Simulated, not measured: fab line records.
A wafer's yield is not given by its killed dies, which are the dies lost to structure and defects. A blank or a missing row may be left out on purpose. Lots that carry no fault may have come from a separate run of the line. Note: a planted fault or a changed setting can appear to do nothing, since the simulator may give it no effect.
fab line records	flow n5Finfet
record: lots: 24	wafers: 72	lastDay: 18
route steps=1938 shown START@1 WELL_APT@28 PMOS_HMC_CHANNEL_EPI@57 FIN_SAQP@115
lots with no fault: from the same line, run without faults
startH: hours from the record's opening day to when the first of the lot's shown wafers began	waitH: hours since the lot's step before	" as in the row above	L1.1+2: several wafers, shown together as one row	- value missing, or start not given	* or withheld: withheld	< > ~ a bound
route shown NAME@n: names a module that has steps shown in the file, with the first one's number in the route	usual: average and standard deviation across the fault-free wafers	same: alike in all rows	chamber/n: place in a boat	sites: per-site readings	_std_site: standard deviation across them	_edge_site: the outer-site mean with the inner-site mean subtracted	radiusMm: for every site, how far away it sits from the centre of the wafer	mask NAME#n: copy n	behind: the tool/chamber that last shaped the wafer	hold: reason for holding the lot/hours on hold/outcome of the hold	device: the n, p or np transistor that did not switch	end of line: the same wafers' tests at the end of the route	for a step that has no rows: nothing shown but its recipe	killed: dies lost to structure and defects at the first sort, not the wafer's yield	map: the dies of a wafer, with x for killed, . for not killed, _ for no die there
set.NAME: setting as actually run; set.NAME@STEP: the setting as run at that earlier step	model.NAME: the simulator's own value behind a step, which no gauge read
the route's steps for a sample of lots (tables are steps, rows are wafers)
services: the hour from which a tool's chamber was out of use, counted from the record's first day as startH (under 0 if before that day), plus the number of hours and why
== steps ==
step: N5_START_INSPECT_01
recipe: inspectInstrument: unpatternedScan	mode: incoming
usual: rawDefectCount: 6.2/2.3
lot.wafer	tool	chamber	startH	waitH	rawDefectCount
L074.1	defectInspect-02	-	12.03	-	7
L074.2	"	-	"	"	9
L074.5	"	-	"	"	8
L075.3	defectInspect-02	-	18.03	-	7
L075.4	"	-	"	"	8
L075.5	"	-	"	"	4
L076.1	defectInspect-02	-	24.03	-	3
L076.2	"	-	"	"	7
L076.3	"	-	"	"	7
L077.3	defectInspect-01	-	30.03	-	9
L077.4	"	-	"	"	8
L077.5	"	-	"	"	3
L078.1	defectInspect-01	-	36.03	-	6
L078.3	"	-	"	"	9
L078.4	"	-	"	"	5
L079.2	defectInspect-02	-	42.03	-	5
L079.3	"	-	"	"	4
L079.4	"	-	"	"	2
L080.2	defectInspect-01	-	48.03	-	7
L080.3	"	-	"	"	4
L080.4	"	-	"	"	7
L081.1	defectInspect-01	-	54.03	-	4
L081.3	"	-	"	"	9
L081.6	"	-	"	"	6
L082.1	defectInspect-02	-	60.03	-	4
L082.3	"	-	"	"	4
L082.4	"	-	"	"	6
L083.2	defectInspect-01	-	66.04	-	3
L083.3	"	-	"	"	9
L083.6	"	-	"	"	8
L084.3	defectInspect-01	-	72.03	-	8
L084.5	"	-	"	"	7
L084.6	"	-	"	"	3
L085.1	defectInspect-01	-	78.03	-	11
L085.2	"	-	"	"	5
L085.6	"	-	"	"	6
L086.3	defectInspect-02	-	84.03	-	8
L086.4	"	-	"	"	5
L086.5	"	-	"	"	7
L087.3	defectInspect-02	-	90.03	-	7
L087.4	"	-	"	"	7
L087.5	"	-	"	"	6
L088.1	defectInspect-02	-	96.03	-	6
L088.2	"	-	"	"	3
L088.5	"	-	"	"	7
L089.2	defectInspect-02	-	102.03	-	8
L089.5	"	-	"	"	4
L089.6	"	-	"	"	12
L090.4	defectInspect-02	-	108.04	-	11
L090.5	"	-	"	"	8
L090.6	"	-	"	"	6
L091.1	defectInspect-02	-	114.03	-	3
L091.3	"	-	"	"	9
L091.6	"	-	"	"	10
L092.1	defectInspect-02	-	120.03	-	4
L092.2	"	-	"	"	2
L092.5	"	-	"	"	8
L093.1	defectInspect-01	-	126.03	-	7
L093.4	"	-	"	"	7
L093.5	"	-	"	"	5
L094.2	defectInspect-01	-	132.03	-	4
L094.3	"	-	"	"	2
L094.4	"	-	"	"	5
L095.4	defectInspect-01	-	138.04	-	5
L095.5	"	-	"	"	7
L095.6	"	-	"	"	5
L096.1	defectInspect-01	-	144.03	-	4
L096.3	"	-	"	"	7
L096.5	"	-	"	"	9
L097.2	defectInspect-02	-	150.03	-	1
L097.4	"	-	"	"	8
L097.5	"	-	"	"	2
step: N5_WELL_APT_CD_MEAS_08
recipe: targetCdNm: 200	landingEnergyEv: 500	detector: seInlens
usual: cdNm: 201.2/2.2
lot.wafer	tool	chamber	startH	waitH	cdNm
L074.1	cdSem-01	0	13.86	-	199.8
L074.2	"	0	"	"	201.1
L074.5	"	0	"	"	198.4
L075.3	cdSem-02	0	19.86	-	199.2
L075.4	"	0	"	"	199.1
L075.5	"	0	"	"	200.7
L076.1	cdSem-02	0	26.13	-	203.7
L076.2	"	0	"	"	203.5
L076.3	"	0	"	"	203.0
L077.3	cdSem-02	0	31.69	-	200.3
L077.4	"	0	"	"	199.0
L077.5	"	0	"	"	201.7
L078.1	cdSem-02	0	37.81	-	206.2
L078.3	"	0	"	"	202.6
L078.4	"	0	"	"	200.3
L079.2	cdSem-03	0	43.81	-	204.3
L079.3	"	0	"	"	201.0
L079.4	"	0	"	"	207.0
L080.2	cdSem-01	0	49.69	-	202.2
L080.3	"	0	"	"	202.7
L080.4	"	0	"	"	200.2
L081.1	cdSem-01	0	55.56	-	204.0
L081.3	"	0	"	"	202.0
L081.6	"	0	"	"	199.5
L082.1	cdSem-02	0	61.81	-	202.1
L082.3	"	0	"	"	200.6
L082.4	"	0	"	"	200.5
L083.2	cdSem-03	0	67.68	-	203.7
L083.3	"	0	"	"	199.5
L083.6	"	0	"	"	204.9
L084.3	cdSem-02	0	73.69	-	203.8
L084.5	"	0	"	"	198.0
L084.6	"	0	"	"	199.8
L085.1	cdSem-01	0	80.11	-	198.9
L085.2	"	0	"	"	201.9
L085.6	"	0	"	"	199.4
L086.3	cdSem-01	0	85.68	-	199.8
L086.4	"	0	"	"	198.8
L086.5	"	0	"	"	201.9
L087.3	cdSem-03	0	92.25	-	197.6
L087.4	"	0	"	"	203.1
L087.5	"	0	"	"	197.6
L088.1	cdSem-01	0	98.03	-	198.0
L088.2	"	0	"	"	198.0
L088.5	"	0	"	"	200.7
L089.2	cdSem-02	0	103.68	-	202.3
L089.5	"	0	"	"	200.1
L089.6	"	0	"	"	203.5
L090.4	cdSem-03	0	110.31	-	204.3
L090.5	"	0	"	"	203.0
L090.6	"	0	"	"	199.4
L091.1	cdSem-01	0	115.94	-	202.1
L091.3	"	0	"	"	197.9
L091.6	"	0	"	"	200.3
L092.1	cdSem-03	0	121.68	-	200.6
L092.2	"	0	"	"	199.0
L092.5	"	0	"	"	201.8
L093.1	cdSem-01	0	127.76	-	203.1
L093.4	"	0	"	"	199.2
L093.5	"	0	"	"	203.8
L094.2	cdSem-01	0	133.68	-	202.5
L094.3	"	0	"	"	206.7
L094.4	"	0	"	"	202.5
L095.4	cdSem-03	0	139.69	-	198.8
L095.5	"	0	"	"	202.2
L095.6	"	0	"	"	198.6
L096.1	cdSem-01	0	145.81	-	202.5
L096.3	"	0	"	"	201.4
L096.5	"	0	"	"	205.2
L097.2	cdSem-02	0	151.94	-	197.4
L097.4	"	0	"	"	198.7
L097.5	"	0	"	"	197.7
step: N5_WELL_APT_INSPECT_27
recipe: mode: adi	inspectInstrument: macro
usual: rawDefectCount: 2.2/1.6
lot.wafer	tool	chamber	startH	waitH	rawDefectCount
L074.1	defectInspect-01	-	15.27	0.0	1
L074.2	"	-	"	"	0
L074.5	"	-	"	"	3
L075.3	defectInspect-02	-	21.18	0.0	3
L075.4	"	-	"	"	3
L075.5	"	-	"	"	1
L076.1	defectInspect-01	-	27.36	0.0	2
L076.2	"	-	"	"	2
L076.3	"	-	"	"	1
L077.3	defectInspect-02	-	33.24	0.0	1
L077.4	"	-	"	"	2
L077.5	"	-	"	"	1
L078.1	defectInspect-01	-	39.14	0.0	5
L078.3	"	-	"	"	3
L078.4	"	-	"	"	2
L079.2	defectInspect-02	-	45.13	0.0	1
L079.3	"	-	"	"	2
L079.4	"	-	"	"	2
L080.2	defectInspect-02	-	50.93	0.0	1
L080.3	"	-	"	"	2
L080.4	"	-	"	"	2
L081.1	defectInspect-02	-	56.88	0.0	2
L081.3	"	-	"	"	5
L081.6	"	-	"	"	3
L082.1	defectInspect-01	-	63.11	0.0	3
L082.3	"	-	"	"	1
L082.4	"	-	"	"	3
L083.2	defectInspect-02	-	68.99	0.0	2
L083.3	"	-	"	"	0
L083.6	"	-	"	"	1
L084.3	defectInspect-02	-	75.24	0.0	2
L084.5	"	-	"	"	0
L084.6	"	-	"	"	1
L085.1	defectInspect-02	-	81.89	0.0	2
L085.2	"	-	"	"	2
L085.6	"	-	"	"	0
L086.3	defectInspect-02	-	86.97	0.0	2
L086.4	"	-	"	"	3
L086.5	"	-	"	"	2
L087.3	defectInspect-01	-	93.58	0.0	2
L087.4	"	-	"	"	1
L087.5	"	-	"	"	5
L088.1	defectInspect-01	-	99.35	0.0	3
L088.2	"	-	"	"	1
L088.5	"	-	"	"	2
L089.2	defectInspect-01	-	104.98	0.0	1
L089.5	"	-	"	"	3
L089.6	"	-	"	"	4
L090.4	defectInspect-02	-	111.49	0.0	2
L090.5	"	-	"	"	3
L090.6	"	-	"	"	0
L091.1	defectInspect-02	-	117.13	0.0	4
L091.3	"	-	"	"	0
L091.6	"	-	"	"	2
L092.1	defectInspect-01	-	123.11	0.0	1
L092.2	"	-	"	"	1
L092.5	"	-	"	"	1
L093.1	defectInspect-02	-	128.96	0.0	0
L093.4	"	-	"	"	2
L093.5	"	-	"	"	1
L094.2	defectInspect-02	-	134.99	0.0	3
L094.3	"	-	"	"	2
L094.4	"	-	"	"	5
L095.4	defectInspect-01	-	141.23	0.0	5
L095.5	"	-	"	"	1
L095.6	"	-	"	"	1
L096.1	defectInspect-01	-	146.98	0.0	3
L096.3	"	-	"	"	5
L096.5	"	-	"	"	2
L097.2	defectInspect-02	-	153.13	0.0	5
L097.4	"	-	"	"	4
L097.5	"	-	"	"	3
step: N5_WELL_APT_RTA_34
recipe: tempC: 1000	timeS: 10	ambient: N2	idleTempC: 600	rampUpCPerS: 150	rampDownCPerS: 60	coolToC: 600
usual: lampPowerPct: 13.01/0.047	wafer_temp_C_max: 1003.5/1.2
lot.wafer	tool	chamber	startH	waitH	lampPowerPct	wafer_temp_C_max
L074.1	rtpAnneal-01	0	16.06	0.0	12.98	1003.1
L074.2	"	0	"	"	12.97	1004.0
L074.5	"	0	"	"	12.93	1004.5
L075.3	rtpAnneal-01	0	22.05	0.1	13.01	1005.0
L075.4	"	0	"	"	12.93	1003.5
L075.5	"	0	"	"	12.95	1002.5
L076.1	rtpAnneal-02	0	28.20	0.0	13.06	1003.5
L076.2	"	0	"	"	13.10	1004.1
L076.3	"	0	"	"	13.07	1006.2
L077.3	rtpAnneal-01	0	34.10	0.1	12.99	1005.4
L077.4	"	0	"	"	13.01	1005.7
L077.5	"	0	"	"	12.98	1003.7
L078.1	rtpAnneal-02	0	39.94	0.0	13.02	1004.6
L078.3	"	0	"	"	12.98	1001.3
L078.4	"	0	"	"	13.00	1002.8
L079.2	rtpAnneal-01	0	46.02	0.1	13.07	1005.3
L079.3	"	0	"	"	13.06	1003.8
L079.4	"	0	"	"	13.00	1004.2
L080.2	rtpAnneal-02	0	51.79	0.0	13.08	1006.0
L080.3	"	0	"	"	13.00	1003.5
L080.4	"	0	"	"	13.12	1002.4
L081.1	rtpAnneal-02	0	57.69	0.0	13.13	1002.9
L081.3	"	0	"	"	12.93	1003.7
L081.6	"	0	"	"	12.95	1003.3
L082.1	rtpAnneal-02	0	64.13	0.2	13.09	1006.0
L082.3	"	0	"	"	12.99	1003.8
L082.4	"	0	"	"	12.94	1002.6
L083.2	rtpAnneal-01	0	70.23	0.2	13.07	1002.4
L083.3	"	0	"	"	12.96	1004.7
L083.6	"	0	"	"	13.03	1003.2
L084.3	rtpAnneal-01	0	76.65	0.1	12.98	1004.3
L084.5	"	0	"	"	13.02	1004.6
L084.6	"	0	"	"	13.04	1003.5
L085.1	rtpAnneal-02	0	82.86	0.0	13.02	1001.7
L085.2	"	0	"	"	12.97	1004.6
L085.6	"	0	"	"	13.07	1003.5
L086.3	rtpAnneal-02	0	87.85	0.1	13.04	1007.4
L086.4	"	0	"	"	13.01	1002.8
L086.5	"	0	"	"	13.01	1002.3
L087.3	rtpAnneal-02	0	94.41	0.1	12.99	1003.4
L087.4	"	0	"	"	12.95	1005.3
L087.5	"	0	"	"	13.04	1003.3
L088.1	rtpAnneal-01	0	100.21	0.1	12.97	1003.4
L088.2	"	0	"	"	12.96	1003.5
L088.5	"	0	"	"	12.99	1002.1
L089.2	rtpAnneal-01	0	106.30	0.2	12.89	1003.6
L089.5	"	0	"	"	13.04	1007.8
L089.6	"	0	"	"	13.07	1004.8
L090.4	rtpAnneal-02	0	112.37	0.1	12.96	1002.2
L090.5	"	0	"	"	13.03	1003.1
L090.6	"	0	"	"	12.96	1002.4
L091.1	rtpAnneal-01	0	117.96	0.0	13.03	1004.8
L091.3	"	0	"	"	13.02	1004.9
L091.6	"	0	"	"	12.97	1003.3
L092.1	rtpAnneal-01	0	123.90	0.0	12.95	1004.9
L092.2	"	0	"	"	13.08	1004.4
L092.5	"	0	"	"	13.05	1003.9
L093.1	rtpAnneal-02	0	129.76	0.0	13.01	1002.9
L093.4	"	0	"	"	13.01	1005.1
L093.5	"	0	"	"	13.00	1004.5
L094.2	rtpAnneal-02	0	135.80	0.0	13.00	1002.9
L094.3	"	0	"	"	13.05	1002.5
L094.4	"	0	"	"	12.93	1001.6
L095.4	rtpAnneal-01	0	142.58	0.3	12.95	1001.5
L095.5	"	0	"	"	13.05	1002.5
L095.6	"	0	"	"	12.99	1003.5
L096.1	rtpAnneal-01	0	148.00	0.2	12.96	1003.5
L096.3	"	0	"	"	13.09	1003.8
L096.5	"	0	"	"	12.96	1004.0
L097.2	rtpAnneal-01	0	154.02	0.1	12.91	1002.4
L097.4	"	0	"	"	12.98	1004.4
L097.5	"	0	"	"	13.00	1002.9
step: N5_PMOS_HMC_CHANNEL_EPI_HM_DEP_34
recipe: material: SiO2	targetThkA: 360	tempC: 400	precursor: TEOS/O2	pressureTorr: 6.5	rfW: 900	teosFlowSccm: 161.4	gas: O2	flowSccm: 2650	timeS: 6.9
usual: heaterPowerW: 554/59	showerheadPlenumPTorr: 8.35/0.039	susceptorTempC: 399.96/0.22	throttleValvePct: 18.3/0.84
lot.wafer	tool	chamber	startH	waitH	heaterPowerW	showerheadPlenumPTorr	sinceWetCleanH	susceptorTempC	throttleValvePct
L074.1	pecvd-03	1	16.97	0.0	568	8.37	1265	399.70	17.5
L074.2	"	0	"	"	598	8.42	540	400.16	18.2
L074.5	"	2	"	"	500	8.40	-	400.50	19.1
L075.3	pecvd-02	2	22.94	0.0	602	8.30	335	399.37	18.3
L075.4	"	2	"	"	613	8.32	-	399.53	18.4
L075.5	"	0	"	"	470	8.32	-	400.16	19.0
L076.1	pecvd-04	1	29.11	0.0	509	8.29	1458	399.98	17.7
L076.2	"	0	"	"	498	8.32	733	400.13	17.5
L076.3	"	0	"	"	506	8.32	-	399.62	17.5
L077.3	pecvd-02	1	35.17	0.0	667	8.36	1827	400.45	19.7
L077.4	"	0	"	"	529	8.34	-	399.75	18.7
L077.5	"	2	"	"	594	8.31	-	400.44	18.4
L078.1	pecvd-04	1	41.07	0.0	460	8.28	1470	400.15	18.1
L078.3	"	1	"	"	454	8.29	-	400.18	18.0
L078.4	"	0	"	"	530	8.32	-	400.01	17.5
L079.2	pecvd-04	0	47.76	0.0	528	8.34	752	399.67	17.6
L079.3	"	1	"	"	581	8.28	-	399.96	17.8
L079.4	"	0	"	"	530	8.29	-	399.67	17.5
L080.2	pecvd-02	1	52.69	0.0	672	8.38	1844	400.12	19.4
L080.3	"	0	"	"	537	8.32	1119	400.21	18.8
L080.4	"	0	"	"	517	8.32	-	400.05	18.8
L081.1	pecvd-03	0	58.62	0.0	571	8.38	581	400.26	17.7
L081.3	"	0	"	"	585	8.40	-	400.22	18.1
L081.6	"	0	"	"	583	8.41	-	400.22	18.2
L082.1	pecvd-02	1	65.05	0.0	653	8.38	1856	400.07	19.4
L082.3	"	2	"	"	526	8.30	377	399.70	18.4
L082.4	"	1	"	"	663	8.37	-	399.89	19.7
L083.2	pecvd-04	2	71.38	0.0	679	8.33	21	400.31	16.4
L083.3	"	0	"	"	520	8.31	775	399.94	17.5
L083.6	"	0	"	"	530	8.31	-	399.81	17.5
L084.3	pecvd-04	1	77.61	0.0	544	8.27	-	400.25	18.0
L084.5	"	1	"	"	547	8.29	-	399.63	18.0
L084.6	"	2	"	"	675	8.33	-	399.93	16.4
L085.1	pecvd-02	0	83.77	0.0	496	8.33	1150	399.67	18.9
L085.2	"	1	"	"	632	8.38	1875	400.10	19.7
L085.6	"	0	"	"	496	8.33	-	399.93	18.9
L086.3	pecvd-02	1	88.72	0.0	607	8.36	1880	399.76	19.7
L086.4	"	2	"	"	554	8.31	-	400.03	18.2
L086.5	"	1	"	"	610	8.36	-	399.89	19.7
L087.3	pecvd-02	2	95.49	0.0	513	8.30	408	399.67	18.6
L087.4	"	1	"	"	538	8.36	-	400.18	19.6
L087.5	"	0	"	"	534	8.34	-	399.70	18.8
L088.1	pecvd-04	1	101.14	0.0	562	8.31	1530	400.27	17.8
L088.2	"	0	"	"	540	8.34	805	399.98	17.7
L088.5	"	0	"	"	544	8.33	-	399.76	17.8
L089.2	pecvd-04	2	107.21	0.0	640	8.33	57	400.06	16.3
L089.5	"	2	"	"	635	8.33	-	399.77	16.3
L089.6	"	0	"	"	465	8.32	-	400.04	17.6
L090.4	pecvd-03	0	113.71	0.0	621	8.43	-	400.10	18.2
L090.5	"	1	"	"	484	8.37	-	399.75	17.5
L090.6	"	2	"	"	507	8.39	-	399.85	18.8
L091.1	pecvd-03	2	118.87	0.0	471	8.40	2092	399.94	19.2
L091.3	"	1	"	"	564	8.36	1367	400.05	17.7
L091.6	"	1	"	"	578	8.37	-	399.91	17.3
L092.1	pecvd-03	0	124.81	0.0	542	8.40	647	399.77	18.4
L092.2	"	2	"	"	519	8.36	2097	399.80	19.2
L092.5	"	0	"	"	548	8.40	-	399.87	18.4
L093.1	pecvd-02	0	130.87	0.0	540	8.35	1197	400.22	18.9
L093.4	"	1	"	"	620	8.35	-	400.25	19.6
L093.5	"	2	"	"	516	8.32	-	399.97	18.5
L094.2	pecvd-03	0	136.89	0.0	577	8.40	660	399.84	18.4
L094.3	"	2	"	"	535	8.39	2110	400.18	19.2
L094.4	"	0	"	"	568	8.39	-	399.98	18.2
L095.4	pecvd-03	1	143.92	0.0	588	8.36	-	400.36	17.2
L095.5	"	2	"	"	522	8.37	-	399.73	19.0
L095.6	"	0	"	"	590	8.40	-	400.00	18.4
L096.1	pecvd-03	2	149.03	0.0	443	8.40	2122	399.80	18.9
L096.3	"	1	"	"	562	8.38	1397	399.72	17.5
L096.5	"	2	"	"	475	8.39	-	399.65	19.2
L097.2	pecvd-02	1	155.13	0.0	681	8.36	1947	399.96	19.5
L097.4	"	0	"	"	568	8.32	-	399.60	18.6
L097.5	"	2	"	"	515	8.32	-	399.68	18.6
step: N5_FIN_SAQP_ETCH_51
recipe: chemistry: CF4	target: SiARC	targetDepthA: 455	maskMaterial: CAR-ArF	timeS: 75.8	ionEnergyEv: 80	pressureMtorr: 40	sourceW: 545	biasW: 36	Ar_flow_sccm: 100	cf4FlowSccm: 100	ends: cleared
usual: drypumpMotorCurrentA: 5.6/0.43	etchRfOnTimeS: 75.6/2.7	oesProductAu: 0.67/0.081	rfVppV: 184.2/1.1	showerheadPlenumPTorr: 2.15/0.059	throttleValvePct: 15.5/0.35
lot.wafer	tool	chamber	startH	waitH	drypumpMotorCurrentA	etchRfOnTimeS	oesProductAu	rfHoursCounterH	rfVppV	showerheadPlenumPTorr	throttleValvePct
L074.1	rieDiel-04	3	22.34	0.0	5.6	71.2	0.64	188	185.9	2.23	15.8
L074.2	"	1	"	"	5.1	72.2	0.61	220	184.8	2.05	15.8
L074.5	"	1	"	"	5.2	72.2	0.61	-	183.2	2.05	15.8
L075.3	rieDiel-04	2	27.53	0.0	5.0	75.2	0.82	1	184.3	2.18	15.1
L075.4	"	0	"	"	5.9	77.3	0.60	197	184.3	2.13	15.9
L075.5	"	0	"	"	5.9	76.9	0.60	-	183.9	2.13	15.9
L076.1	rieDiel-04	2	34.11	0.0	4.9	76.5	0.80	4	184.7	2.18	15.1
L076.2	"	1	"	"	5.2	72.6	0.61	225	182.1	2.04	15.8
L076.3	"	3	"	"	5.6	71.7	0.65	193	185.8	2.22	15.8
L077.3	rieDiel-04	0	39.99	0.0	5.8	77.2	0.60	203	184.8	2.13	15.9
L077.4	"	2	"	"	5.0	76.1	0.79	6	185.5	2.18	15.1
L077.5	"	2	"	"	5.0	76.4	0.80	-	183.4	2.18	15.1
L078.1	rieDiel-02	0	45.77	0.0	6.3	72.3	0.62	225	182.2	2.11	16.1
L078.3	"	2	"	"	6.2	81.0	0.57	233	183.2	2.13	15.6
L078.4	"	1	"	"	5.4	75.6	0.74	30	184.7	2.08	15.0
L079.2	rieDiel-04	1	52.77	0.0	5.2	72.2	0.61	231	182.8	2.04	15.9
L079.3	"	0	"	"	5.8	77.3	0.59	206	184.2	2.13	15.9
L079.4	"	2	"	"	4.9	76.3	0.78	10	184.6	2.18	15.1
L080.2	rieDiel-01	3	57.72	0.0	4.8	75.3	0.72	49	185.7	2.17	15.0
L080.3	"	2	"	"	5.6	76.5	0.60	242	183.0	2.20	15.9
L080.4	"	1	"	"	5.5	78.7	0.58	218	185.0	2.20	15.4
L081.1	rieDiel-04	0	63.62	0.0	5.8	76.6	0.59	210	183.1	2.13	15.9
L081.3	"	1	"	"	5.1	71.9	0.61	235	182.6	2.04	15.9
L081.6	"	2	"	"	5.0	75.3	0.79	-	184.0	2.18	15.1
L082.1	rieDiel-01	0	70.41	0.0	5.6	75.4	0.64	137	184.9	2.24	15.5
L082.3	"	3	"	"	4.8	74.5	0.72	53	185.7	2.16	15.1
L082.4	"	1	"	"	5.5	78.3	0.59	222	185.1	2.20	15.5
L083.2	rieDiel-04	0	76.72	0.0	5.8	75.9	0.59	214	183.6	2.12	15.9
L083.3	"	1	"	"	5.1	72.0	0.60	240	182.0	2.04	15.9
L083.6	"	0	"	"	5.8	76.4	0.59	-	184.9	2.13	15.9
L084.3	rieDiel-02	3	82.53	0.0	6.1	78.8	0.62	161	184.8	2.13	15.7
L084.5	"	1	"	"	5.4	75.4	0.73	-	183.8	2.08	15.0
L084.6	"	2	"	"	6.2	79.7	0.56	-	184.4	2.12	15.6
L085.1	rieDiel-02	0	88.77	0.0	6.2	74.2	0.60	241	183.0	2.11	16.2
L085.2	"	1	"	"	5.4	75.8	0.73	45	182.6	2.08	15.0
L085.6	"	3	"	"	6.1	78.9	0.63	-	184.0	2.13	15.7
L086.3	rieDiel-04	3	94.44	0.0	5.6	71.3	0.62	214	185.6	2.22	15.8
L086.4	"	3	"	"	5.6	71.6	0.63	-	184.3	2.22	15.9
L086.5	"	1	"	"	5.2	73.0	0.59	-	182.1	2.04	15.9
L087.3	rieDiel-02	3	101.42	0.0	6.1	78.1	0.62	167	185.2	2.13	15.7
L087.4	"	3	"	"	6.1	78.8	0.62	-	184.9	2.13	15.7
L087.5	"	1	"	"	5.4	76.3	0.72	-	183.8	2.08	15.0
L088.1	rieDiel-01	3	106.58	0.0	4.8	75.5	0.70	67	184.8	2.16	15.1
L088.2	"	0	"	"	5.6	75.5	0.64	150	187.1	2.23	15.6
L088.5	"	3	"	"	4.8	75.3	0.69	-	183.5	2.16	15.1
L089.2	rieDiel-02	3	112.94	0.0	6.1	78.7	0.61	173	185.8	2.13	15.8
L089.5	"	2	"	"	6.2	78.7	0.82	-	183.5	2.12	15.1
L089.6	"	1	"	"	5.4	75.6	0.72	-	184.0	2.08	15.1
L090.4	rieDiel-01	2	118.89	0.0	5.6	73.2	0.84	-	184.9	2.19	15.4
L090.5	"	3	"	"	4.8	76.1	0.69	-	184.9	2.16	15.1
L090.6	"	1	"	"	5.5	79.7	0.57	-	184.3	2.19	15.5
L091.1	rieDiel-01	2	123.56	0.0	5.5	73.1	0.82	5	184.3	2.19	15.4
L091.3	"	0	"	"	5.7	76.9	0.63	155	184.8	2.23	15.6
L091.6	"	0	"	"	5.7	76.6	0.64	-	186.3	2.23	15.6
L092.1	rieDiel-01	3	131.64	0.0	4.8	75.9	0.68	77	184.4	2.16	15.1
L092.2	"	0	"	"	5.6	76.1	0.63	158	185.5	2.23	15.6
L092.5	"	3	"	"	4.8	75.8	0.68	-	184.8	2.16	15.1
L093.1	rieDiel-04	3	137.51	0.0	5.6	71.3	0.62	233	183.2	2.21	15.9
L093.4	"	1	"	"	5.2	75.7	0.81	7	184.3	2.29	15.4
L093.5	"	2	"	"	5.0	75.0	0.74	-	185.4	2.17	15.1
L094.2	rieDiel-01	3	141.98	0.0	4.8	75.8	0.68	81	183.3	2.15	15.1
L094.3	"	2	"	"	5.6	72.3	0.80	12	183.2	2.19	15.4
L094.4	"	0	"	"	5.7	76.7	0.62	-	183.9	2.23	15.6
L095.4	rieDiel-02	1	149.13	0.0	5.4	76.4	0.69	68	182.9	2.07	15.1
L095.5	"	2	"	"	6.2	80.5	0.76	-	184.4	2.12	15.1
L095.6	"	1	"	"	5.4	76.4	0.70	-	183.9	2.07	15.1
L096.1	rieDiel-02	2	154.72	0.0	6.1	79.7	0.75	16	184.7	2.12	15.1
L096.3	"	1	"	"	5.4	76.9	0.70	70	184.1	2.07	15.1
L096.5	"	1	"	"	5.4	75.7	0.70	-	184.9	2.07	15.1
L097.2	rieDiel-02	0	159.85	0.0	6.2	71.7	0.81	11	182.5	2.10	15.7
L097.4	"	3	"	"	6.1	78.1	0.60	190	184.1	2.12	15.8
L097.5	"	1	"	"	5.4	75.3	0.70	-	183.4	2.07	15.1
== services ==
tool	chamber	startH	hours	kind
rtpAnneal-02	-	-2.86	3.3	pm
rieDiel-04	2	-0.30	-	clean
rieDiel-04	2	-0.30	-	consumableReplace:focusRing
rieDiel-04	2	-0.30	23.4	scheduledDown
rieDiel-04	2	-0.30	23.4	ventCycle
pecvd-02	0	3.51	5.5	scheduledDown
rieDiel-04	-	10.94	0.7	repair
pecvd-02	-	39.72	1.8	repair
pecvd-03	1	53.56	-	calibration
pecvd-03	1	54.69	5.9	repair
pecvd-04	0	61.93	7.2	repair
pecvd-02	1	67.20	2.1	scheduledDown
pecvd-03	1	72.48	25.0	repair
rieDiel-04	2	84.75	13.7	repair
pecvd-03	-	89.67	0.5	repair
pecvd-04	1	93.20	3.1	repair
rieDiel-04	1	101.89	-	clean
rieDiel-04	1	101.89	-	consumableReplace:focusRing
rieDiel-04	1	101.89	-	consumableReplace:showerhead
rieDiel-04	1	101.89	14.8	scheduledDown
rieDiel-04	1	101.89	14.8	ventCycle
pecvd-02	0	105.49	2.1	scheduledDown
rieDiel-01	0	114.92	6.0	repair
pecvd-04	2	115.95	6.9	repair
== key ==
fault none
